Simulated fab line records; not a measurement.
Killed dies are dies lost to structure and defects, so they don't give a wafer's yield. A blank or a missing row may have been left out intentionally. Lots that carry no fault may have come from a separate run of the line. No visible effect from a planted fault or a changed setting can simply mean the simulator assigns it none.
Matching of chambers    flow n5Finfet    rieDiel-06 running N5_BEOL_M4_VIA_ETCH_34: 4 sister chambers
The step etches the open film in C4F6/O2, target depth 69.4 nm, time 65.9 s. 16 wafers are shown with their chamber, then 8 later ones without.

WAFERS WITH THEIR CHAMBER
wafer   chamber  drypumpMotorCurrentA (A)  rfVppV (V)  showerheadPlenumPTorr (Torr)
L074.1  0        4.9                       676         2.76
L074.2  1        5.2                       660         2.86
L074.3  2        6.6                       675         2.93
L076.1  3        5.8                       664         2.82
L076.4  1        5.1                       661         2.86
L076.5  0        4.9                       675         2.76
L080.2  2        6.6                       676         2.92
L080.3  3        5.8                       663         2.82
L080.6  3        5.8                       665         2.82
L086.1  2        6.6                       677         2.92
L086.3  3        5.8                       665         2.81
L086.4  0        4.9                       677         2.75
L085.2  2        6.6                       675         2.91
L085.3  3        5.8                       664         2.81
L085.4  1        5.1                       660         2.85
L090.1  1        5.2                       660         2.84

SIGNATURES, as means of the wafers listed above
reading                chamber 0  chamber 1  chamber 2  chamber 3  scatter within a chamber
drypumpMotorCurrentA   4.900      5.150      6.600      5.800      0.0289
rfVppV                 676.00     660.25     675.75     664.20     0.832
showerheadPlenumPTorr  2.7567     2.8525     2.9200     2.8160     0.00743
Rule: a wafer's distance from a chamber is the root of the sum, over the readings, of the square of ((its reading less the chamber's mean) divided by the reading's scatter). The wafer belongs to the nearest chamber; if the next one is less than 2 further off, it can't be placed. The scatter is the square root of a quotient: the sum, over the shown wafers, of each reading's squared deviation from its chamber's mean, divided by wafers minus chambers.

WAFERS WITHOUT THEIR CHAMBER
wafer   drypumpMotorCurrentA (A)  rfVppV (V)  showerheadPlenumPTorr (Torr)
L090.5  6.6                       675         2.91
L090.6  5.8                       662         2.81
L092.1  6.6                       675         2.91
L092.2  5.2                       661         2.84
L092.4  4.9                       675         2.75
L091.1  5.8                       664         2.81
L091.3  5.1                       663         2.84
L091.6  6.6                       674         2.91

WHICH CHAMBER EACH ONE RAN IN
wafer   from the rows above  in truth
L090.5  2                    2
L090.6  3                    3
L092.1  2                    2
L092.2  1                    1
L092.4  0                    0
L091.1  3                    3
L091.3  1                    1
L091.6  2                    2
Placed correctly: 8 of 8. Number that these rows cannot place: 0. 0 placed wrongly.
